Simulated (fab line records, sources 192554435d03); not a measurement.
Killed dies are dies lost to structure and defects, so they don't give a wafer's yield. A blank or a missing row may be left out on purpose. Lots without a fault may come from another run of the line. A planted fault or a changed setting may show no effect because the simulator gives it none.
Problem report in the 8D (eight disciplines) form, filled by code | flow n5_finfet | the parts of the form that need people (team, actions taken, sign-off) are left out

1. THE PROBLEM
spin_speed_rpm at N5_BEOL_M4_COAT_76 reads a mean of 1683.6 rpm on 6 wafers of 2 lots; wafers without a fault read 1500.1 rpm with a standard deviation of 1. That is +99 or more standard deviations from the usual mean.
The step: time 60 s, resist thk 5 nm.
First seen on wafer L297.1, day 12 13:43, on litho_track-05. The record holds 29 wafers of 11 lots with a number at this step. Rule for "out", or "out of limits": more than 4 standard deviations from the usual mean. The other wafers with a number count as sound.

2. WHAT IT IS AND WHAT IT IS NOT
question                    | is                     | is not
which readings at this step | spin_speed_rpm         | dispense_pressure_kPa, heater_power_total_W
which lots                  | L297, L298             | L279, L280, L283, L285, L286, L287, L290, L291, L292
which wafers of those lots  | all that have a number | -
read on which tools         | litho_track-05         | litho_track-02, litho_track-03
when                        | from day 12 13:43      | up to then (23 sound wafers)

3. SUSPECTS, AND WHAT RULES EACH OUT
Counting: a tool at a process step up to the reading stays a suspect if it ran every lot that is out and no sound lot after the first of them.
- rie_metal-01 at N5_BEOL_M4_HM_OPEN_17 (chemistry Cl2/BCl3, target TiN, target depth 20 nm, overetch 6 nm): kept. It ran every lot that is out, first L297 (day 12 13:29), and no sound lot after that; its last sound lot up to then is L292 (day 11 11:11).
- litho_track-05 at N5_BEOL_M4_COAT_76 (time 60 s, resist thk 5 nm): kept. It ran every lot that is out, first L297 (day 12 13:43), and no sound lot after that; its last sound lot up to then is L292 (day 11 11:26). Its own readings are out on those wafers: spin_speed_rpm.
Left after counting: rie_metal-01 at N5_BEOL_M4_HM_OPEN_17, litho_track-05 at N5_BEOL_M4_COAT_76.

4. THE CAUSE (what the simulator had put in)
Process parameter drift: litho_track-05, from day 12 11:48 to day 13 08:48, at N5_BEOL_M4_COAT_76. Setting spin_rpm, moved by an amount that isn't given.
Counting left 2 suspects, and this tool is among them.

5. THE CHAIN OF EFFECTS, in route order
Each row: a reading whose mean over the struck wafers that have a number lies more than 3 standard deviations from the usual. Only readings for which the record gives a usual standard deviation are gone through. hours: the time from each lot's start at the first step in this table that gives one to its start at this step, as a median over the lots. sigmas: the change in usual standard deviations.
hours | step               | reading        | usual      | on struck wafers | change | sigmas
0     | N5_BEOL_M4_COAT_76 | spin_speed_rpm | 1500.1 rpm | 1683.6           | +183.5 | +99 or more
The process steps in it:
- N5_BEOL_M4_COAT_76: time 60 s, resist thk 5 nm.
Later measuring or inspecting steps at which every struck wafer that the step has a row for has a number for every such reading, and none has moved that far: N5_BEOL_M4_INSPECT_30, N5_BEOL_M4_RC_MEAS_101.

6. WHAT WOULD HAVE CAUGHT IT SOONER
In this record the first reading out of limits was taken at day 12 13:43, 2 hours after the fault began at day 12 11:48.
